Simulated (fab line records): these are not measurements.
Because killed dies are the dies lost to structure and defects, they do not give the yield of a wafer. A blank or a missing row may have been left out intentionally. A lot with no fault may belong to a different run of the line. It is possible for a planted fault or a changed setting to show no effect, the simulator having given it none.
Matching of chambers | flow nand-harc | 4 sister chambers for NHARC_A_WL_FILL_CMP_12 on cmp-03
The step polishes, t overpolish 30 s, target thk 75 nm. 7 wafers are shown with their chamber, then 8 later ones without.

## WAFERS PAIRED WITH THEIR CHAMBERS
wafer  | chamber | motor-current-A (A) | time-to-endpoint-s (s)
L080.2 | 1       | 11.6                | 12.9
L080.5 | 0       | 14.7                | 15.0
L082.1 | 2       | 12.8                | 10.6
L086.1 | 2       | 12.4                | 13.6
L086.3 | 3       | 9.7                 | 16.3
L086.6 | 3       | 10.5                | 16.5
L093.1 | 0       | 14.6                | 19.1

## WAFERS WHOSE CHAMBER IS MISSING
wafer  | motor-current-A (A) | time-to-endpoint-s (s)
L093.3 | 11.6                | 13.2
L093.4 | 12.7                | 15.3
L096.2 | 11.5                | 13.7
L096.4 | 10.4                | 16.8
L096.6 | 9.8                 | 17.1
L097.1 | 11.6                | 16.8
L097.3 | 14.0                | 17.6
L097.5 | 12.0                | 16.5

## CHAMBER TAKEN BY EACH
wafer  | from the rows above     | in truth
L093.3 | 1                       | 1
L093.4 | can't be placed: 2 or 1 | 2
L096.2 | 1                       | 1
L096.4 | 3                       | 3
L096.6 | 3                       | 3
L097.1 | can't be placed: 1 or 2 | 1
L097.3 | 0                       | 0
L097.5 | can't be placed: 1 or 2 | 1
5 of 8 placed correctly. Unplaceable from these rows: 3, with the true chamber sitting among the candidates in 3. Number placed wrongly: 0.
How it was worked out, from the rows above alone: a wafer's distance from a chamber is the root of the sum, over the readings, of the square of ((its reading less the chamber's mean) divided by the reading's scatter). If the next closest chamber is less than 2 further off than the closest, the wafer can't be placed; otherwise it belongs to the closest. Each chamber's mean is taken over the wafers shown for it. How the scatter is found: for the shown wafers, subtract from each reading the mean of its chamber, square and add these, divide the total by (wafers less chambers), then take the root.
